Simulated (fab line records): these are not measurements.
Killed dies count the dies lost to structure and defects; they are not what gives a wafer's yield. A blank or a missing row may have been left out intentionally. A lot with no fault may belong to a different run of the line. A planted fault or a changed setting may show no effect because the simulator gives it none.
One fault through the eyes of 3 desks || flow n5-finfet || each desk has only its own numbers; what lay behind them comes last

== DESK OF THE TOOL OWNER: pvd-sputter-02 ==
The tool's own readings at N5_BEOL_M5_HM_DEP_02 (deposits TiN, target thk 20 nm): means of the sampled wafers that have a number, for each lot that ran on this tool. Any lot whose mean is over 4 standard deviations away from the usual mean is out of limits and marked OUT; that distance is given in the brackets.
Columns: A = throttle-valve-pct at N5_BEOL_M5_HM_DEP_02, usual 30.1 %
{"lot": "L430", "first seen here": "day 7 22:32", "A": 30.1}
{"lot": "L429", "first seen here": "day 8 05:32", "A": 29.9}
{"lot": "L431", "first seen here": "day 8 08:23", "A": 29.9}
{"lot": "L432", "first seen here": "day 8 15:49", "A": 30.3}
This desk found nothing out of limits on any of the 4 lots.

== AT THE METROLOGY DESK ==
What the gauges read, lot by lot, whatever tool the lot ran on: means of the sampled wafers that have a number. Any lot whose mean is over 4 standard deviations away from the usual mean is out of limits and marked OUT; that distance is given in the brackets.
Columns: A = M5_ILD_THK at N5_BEOL_M5_THK_MEAS_01, usual 121.0 nm
{"lot": "L430", "first seen here": "day 7 20:46", "A": 119.7}
{"lot": "L429", "first seen here": "day 8 04:33", "A": 121.0}
{"lot": "L431", "first seen here": "day 8 07:05", "A": 120.3}
{"lot": "L432", "first seen here": "day 8 13:50", "A": 118.8}
{"lot": "L438", "first seen here": "day 10 13:46", "A": 120.4}
{"lot": "L439", "first seen here": "day 10 19:04", "A": 121.0}
{"lot": "L440", "first seen here": "day 10 21:56", "A": 120.2}
{"lot": "L441", "first seen here": "day 10 22:28", "A": 120.2}
{"lot": "L444", "first seen here": "day 11 16:09", "A": 120.8}
{"lot": "L443", "first seen here": "day 11 20:21", "A": 120.4}
{"lot": "L450", "first seen here": "day 13 08:03", "A": 121.1}
{"lot": "L449", "first seen here": "day 13 09:05", "A": 120.5}
This desk found nothing out of limits on any of the 12 lots.

== THE DEFECT DESK ==
Lot by lot, what the route's inspections counted, given as the mean of those sampled wafers with a number. Any lot whose mean is over 4 standard deviations away from the usual mean is out of limits and marked OUT; that distance is given in the brackets.
Columns: A = raw-defect-count at N5_BEOL_M4_INSPECT_59, usual 68; B = raw-defect-count at N5_BEOL_M5_INSPECT_13, usual 372
{"lot": "L430", "first seen here": "day 7 19:12", "A": 60, "B": 307}
{"lot": "L429", "first seen here": "day 8 02:59", "A": 62, "B": 392}
{"lot": "L431", "first seen here": "day 8 05:31", "A": 72, "B": 382}
{"lot": "L432", "first seen here": "day 8 12:13", "A": 69, "B": "892 (+6.3) OUT"}
{"lot": "L438", "first seen here": "day 10 10:46", "A": 52, "B": 327}
{"lot": "L439", "first seen here": "day 10 17:29", "A": 47, "B": 248}
{"lot": "L440", "first seen here": "day 10 20:19", "A": 65, "B": 395}
{"lot": "L441", "first seen here": "day 10 20:53", "A": 93, "B": 382}
{"lot": "L444", "first seen here": "day 11 14:35", "A": 59, "B": 380}
{"lot": "L443", "first seen here": "day 11 18:19", "A": 48, "B": 311}
{"lot": "L450", "first seen here": "day 13 06:29", "A": 83, "B": 406}
{"lot": "L449", "first seen here": "day 13 07:31", "A": 47, "B": 374}
This desk's finding: out of limits on L432; first on L432, day 8 16:20 (raw-defect-count at N5_BEOL_M5_INSPECT_13). L430, L429, L431, L438, L439, L440, L441, L444, L443, L450, L449: within limits.

== BROUGHT TOGETHER ==
The defect desk could have raised an alarm at day 8 16:20, on L432.
Nothing out of limits was seen by the tool owner's desk.
Nothing out of limits was seen by the metrology desk.
On record at the tool owner's desk: L432, within its limits.
The metrology desk holds a record of L432, inside its limits.
On pvd-sputter-02, each named lot ran N5_BEOL_M5_HM_DEP_02.

== WHAT HAD BEEN PUT IN BY THE SIMULATOR ==
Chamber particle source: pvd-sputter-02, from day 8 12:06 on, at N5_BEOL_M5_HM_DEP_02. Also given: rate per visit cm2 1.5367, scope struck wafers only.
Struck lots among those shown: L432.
Hours from the fault's start to each desk's first reading out of limits: the defect desk, 4.
